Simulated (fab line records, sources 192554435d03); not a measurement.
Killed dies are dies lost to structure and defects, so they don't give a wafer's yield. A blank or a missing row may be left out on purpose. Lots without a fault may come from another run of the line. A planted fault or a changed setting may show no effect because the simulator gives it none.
A struck lot beside a sound one | flow n5_finfet | 34 steps out of a route of 1938
Sound: wafers L455.2, L455.4, L455.5. Struck: wafer L452.6. (L452.3, L452.4 of the same lot were not struck and are left out.) The cause comes at the end.
At each step with rows: each side's tool, then ch and its chambers, then its first start. Under that, the readings that differ: sound wafers | struck wafers | difference of the means | sigmas: that difference in standard deviations of wafers without a fault.
alike: readings whose means differ by less than 2 such deviations, and words and numbers that are the same on both sides. not compared: withheld readings, readings that some wafer has no value for, bounds like >300 that may hide the same value, and numbers for which the record gives no deviation and whose values overlap.
The two part at a step that has a row with sigmas, a row that says differs or no value, or rows on one side only. Numbers that don't overlap but have no deviation are shown without sigmas and don't part them. A reading that every wafer of one side lacks parts them only if that side has two wafers or more.

first, 10 steps without rows for these wafers: N5_BEOL_M10_STRIP_77 (strips in N2/H2, time 10 s); N5_BEOL_M10_HM_STRIP_39 (strips TiN in peroxide tin strip, target depth 25 nm, time 158 s); N5_BEOL_M10_SRD_40 (time 30 s); N5_BEOL_M10_PRECLEAN_42 (cleans in residue remover, time 60 s); N5_BEOL_M10_SRD_43 (time 30 s); N5_BEOL_M10_CURE_72 (cures SiCOH lowk, time 120 s); N5_BEOL_M10_DEGAS_44 (time 60 s); N5_BEOL_M10_PRE_CLEAN_45 (time 30 s); N5_BEOL_M10_ALD_74 (deposits TaN, target thk 2 nm, pulse time 2 s, purge time 3 s); N5_BEOL_M10_SURFACE_TREAT_76.
N5_BEOL_M10_CVD_75: deposits Co from CCTBA/H2, target thk 2 nm, time 138.9 s.
  sound on cvd_co-02 ch 0,1, day 17 20:28; struck on cvd_co-01 ch 0,1,2, day 17 03:17
then, 22 steps without rows for these wafers: N5_BEOL_M10_SPUTTER_48 (material Cu, target thk 12 nm, time 2 s); N5_BEOL_M10_ECD_50 (material Cu, target thk 318 nm); N5_BEOL_M10_ANNEAL_51 (time 90 s); N5_BEOL_M10_CMP_52 (polishes, stops on SiCOH lowk, t overpolish 7 s, target thk 140 nm); N5_BEOL_M10_PRE_CLEAN_55 (time 15 s); N5_BEOL_M10_DEP_56 (deposits SiCN from 3MS/NH3, target thk 15 nm, time 26.5 s); N5_BEOL_M11_ILD_DEP_00 (deposits SiCOH lowk from DEMS/porogen, target thk 308.51 nm, time 58 s); N5_BEOL_M11_CURE_71 (cures SiCOH lowk, time 240 s); N5_BEOL_M11_PECVD_70 (deposits SiO2 from TEOS/O2, target thk 20 nm, time 22.7 s); N5_BEOL_M11_HM_DEP_02 (deposits TiN, target thk 20 nm); N5_BEOL_M11_COAT_59 (time 60 s, resist thk 100 nm); N5_BEOL_M11_COAT_60 (time 60 s, resist thk 30 nm); N5_BEOL_M11_COAT_05 (resist thk 90 nm); N5_BEOL_M11_EBR_07; N5_BEOL_M11_SOFTBAKE_06 (time 60 s); N5_BEOL_M11_EXPOSE_08 (exposes mask M11); N5_BEOL_M11_PEB_09 (peb time 60 s); N5_BEOL_M11_DEVELOP_10 (develop time 30 s); N5_BEOL_M11_DESCUM_16 (chemistry O2, time 7.9 s); N5_BEOL_M11_ETCH_61 (etches SiARC in CF4, target depth 39 nm, time 65 s); N5_BEOL_M11_ETCH_62 (etches SOC in N2/H2, target depth 110 nm, overetch 22 nm, time 165 s); N5_BEOL_M11_STRIP_68 (strips in N2/H2).
-- the record jumps here: 2 days lie between the struck wafers' starts before and after (it left off in module BEOL_M11 and takes up again in module PASSIVATION, whose first step shown is number 1936 of the route) --
N5_PASSIVATION_PROBE_49:
  the record has rows for the struck wafers here (prober-02, day 19 07:30) and none for the sound ones

WHERE THEY PART
Only at N5_PASSIVATION_PROBE_49, within this record.

WHY: what the simulator had put in
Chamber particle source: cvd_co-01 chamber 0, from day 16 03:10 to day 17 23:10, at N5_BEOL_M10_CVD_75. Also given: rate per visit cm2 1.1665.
